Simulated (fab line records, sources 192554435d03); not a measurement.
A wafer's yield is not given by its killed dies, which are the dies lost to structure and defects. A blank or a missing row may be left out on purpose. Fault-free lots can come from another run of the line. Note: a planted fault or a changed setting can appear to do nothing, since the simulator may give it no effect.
Chamber matching | flow n5 finfet | N5_BEOL_M8_STRIP_36 on rie diel-01 has 4 sister chambers
The step strips in N2/H2. 22 wafers are shown with their chamber, then 11 later ones without.

WAFERS, EACH WITH ITS CHAMBER
wafer  | chamber | showerhead plenum p Torr (Torr) | throttle valve pct (%) | oes product au (a.u.)
L074.4 | 0       | 2.61                            | 23.49                  | 0.74
L074.5 | 2       | 2.58                            | 23.58                  | 0.94
L074.6 | 1       | 2.68                            | 23.73                  | 0.77
L076.3 | 1       | 2.68                            | 23.76                  | 0.75
L076.4 | 3       | 2.60                            | 23.32                  | 0.72
L076.6 | 1       | 2.68                            | 23.73                  | 0.77
L077.1 | 1       | 2.68                            | 23.79                  | 0.76
L077.2 | 3       | 2.60                            | 23.33                  | 0.72
L077.6 | 3       | 2.60                            | 23.28                  | 0.71
L078.3 | 3       | 2.60                            | 23.32                  | 0.72
L078.4 | 0       | 2.61                            | 23.52                  | 0.72
L078.5 | 0       | 2.61                            | 23.52                  | 0.72
L079.1 | 1       | 2.68                            | 23.77                  | 0.77
L079.4 | 0       | 2.61                            | 23.49                  | 0.73
L079.5 | 3       | 2.60                            | 23.29                  | 0.71
L081.2 | 0       | 2.61                            | 23.53                  | 0.72
L081.3 | 2       | 2.58                            | 23.60                  | 0.90
L081.6 | 0       | 2.61                            | 23.52                  | 0.72
L082.1 | 1       | 2.68                            | 23.77                  | 0.75
L082.4 | 0       | 2.61                            | 23.51                  | 0.72
L082.5 | 2       | 2.58                            | 23.59                  | 0.90
L084.1 | 1       | 2.67                            | 23.81                  | 0.75

SIGNATURES (means of the wafers above)
reading                  | chamber 0 | chamber 1 | chamber 2 | chamber 3 | scatter within a chamber
showerhead plenum p Torr | 2.6100    | 2.6786    | 2.5800    | 2.6000    | 0.00218
throttle valve pct       | 23.5114   | 23.7657   | 23.5900   | 23.3080   | 0.022
oes product au           | 0.7243    | 0.7600    | 0.9133    | 0.7160    | 0.0109
Rule: distance of a wafer from a chamber = root of the sum over the readings of ((wafer's reading minus chamber's mean) / reading's scatter) squared. If the next closest chamber is less than 2 further off than the closest, the wafer can't be placed; otherwise it belongs to the closest. The scatter: take each reading less its chamber's mean, square it, sum over the shown wafers, divide by the number of wafers less the number of chambers, and take the root.

WAFERS WITHOUT THEIR CHAMBER
wafer  | showerhead plenum p Torr (Torr) | throttle valve pct (%) | oes product au (a.u.)
L084.3 | 2.67                            | 23.78                  | 0.76
L084.6 | 2.60                            | 23.55                  | 0.71
L091.3 | 2.67                            | 23.82                  | 0.74
L091.4 | 2.67                            | 23.81                  | 0.73
L091.5 | 2.57                            | 23.62                  | 0.89
L097.2 | 2.66                            | 23.82                  | 0.72
L097.3 | 2.56                            | 23.66                  | 0.86
L097.5 | 2.56                            | 23.63                  | 0.87
L094.1 | 2.66                            | 23.84                  | 0.72
L094.2 | 2.59                            | 23.58                  | 0.69
L094.4 | 2.56                            | 23.64                  | 0.85

WHICH CHAMBER EACH ONE RAN IN
wafer  | from the rows above | in truth
L084.3 | 1                   | 1
L084.6 | 0                   | 0
L091.3 | 1                   | 1
L091.4 | 1                   | 1
L091.5 | 2                   | 2
L097.2 | 1                   | 1
L097.3 | 2                   | 2
L097.5 | 2                   | 2
L094.1 | 1                   | 1
L094.2 | 0                   | 0
L094.4 | 2                   | 2
11 of 11 placed correctly. Number that these rows cannot place: 0. Number placed wrongly: 0.
